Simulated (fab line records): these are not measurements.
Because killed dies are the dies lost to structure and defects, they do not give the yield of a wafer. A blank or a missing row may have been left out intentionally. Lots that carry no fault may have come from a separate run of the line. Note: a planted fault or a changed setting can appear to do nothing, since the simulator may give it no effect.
Chamber matching | flow nandHarc | NHARC_A_CHANNEL_FILL_D2_CMP_10 on cmp-04 has 4 sister chambers
The step polishes, target thk 150 nm. 8 wafers are shown with their chamber, then 10 later ones without.

== WAFERS WITH THEIR CHAMBER ==
wafer  | chamber | motorCurrentA (A) | timeToEndpointS (s)
L080.3 | 3       | 11.4              | 17.2
L083.1 | 2       | 12.4              | 14.8
L083.5 | 2       | 12.0              | 15.7
L083.6 | 3       | 11.3              | 14.1
L084.1 | 1       | 11.4              | 12.7
L084.5 | 0       | 13.5              | 14.1
L086.1 | 0       | 12.7              | 15.2
L086.3 | 1       | 10.7              | 14.3

== WAFERS WITHOUT THEIR CHAMBER ==
wafer  | motorCurrentA (A) | timeToEndpointS (s)
L086.4 | 12.1              | 18.1
L092.1 | 11.6              | 12.9
L092.2 | 12.3              | 17.4
L092.6 | 12.5              | 14.9
L094.4 | 11.7              | 10.9
L094.5 | 11.0              | 9.9
L094.6 | 13.7              | 13.5
L097.3 | 12.6              | 16.4
L097.4 | 12.1              | 15.8
L097.6 | 11.3              | 15.3

== CHAMBER TAKEN BY EACH ==
wafer  | from the rows above               | in truth
L086.4 | can't be placed: 2 or 3 or 0      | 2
L092.1 | can't be placed: 1 or 3 or 2      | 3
L092.2 | can't be placed: 2 or 3 or 0      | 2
L092.6 | can't be placed: 2 or 0           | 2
L094.4 | can't be placed: 1 or 2 or 3 or 0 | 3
L094.5 | can't be placed: 1 or 3           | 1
L094.6 | 0                                 | 0
L097.3 | can't be placed: 2 or 0 or 3      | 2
L097.4 | can't be placed: 2 or 3           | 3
L097.6 | can't be placed: 3 or 1 or 2      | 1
1 of 10 placed correctly. Unplaceable from these rows: 9, with the true chamber sitting among the candidates in 9. Placed wrongly: 0.
How it was worked out, from the rows above alone: a wafer's distance from a chamber is the root of the sum, over the readings, of the square of ((its reading less the chamber's mean) divided by the reading's scatter). If the next closest chamber is less than 2 further off than the closest, the wafer can't be placed; otherwise it belongs to the closest. A chamber's mean is the mean of its shown wafers. The scatter: take each reading less its chamber's mean, square it, sum over the shown wafers, divide by the number of wafers less the number of chambers, and take the root.
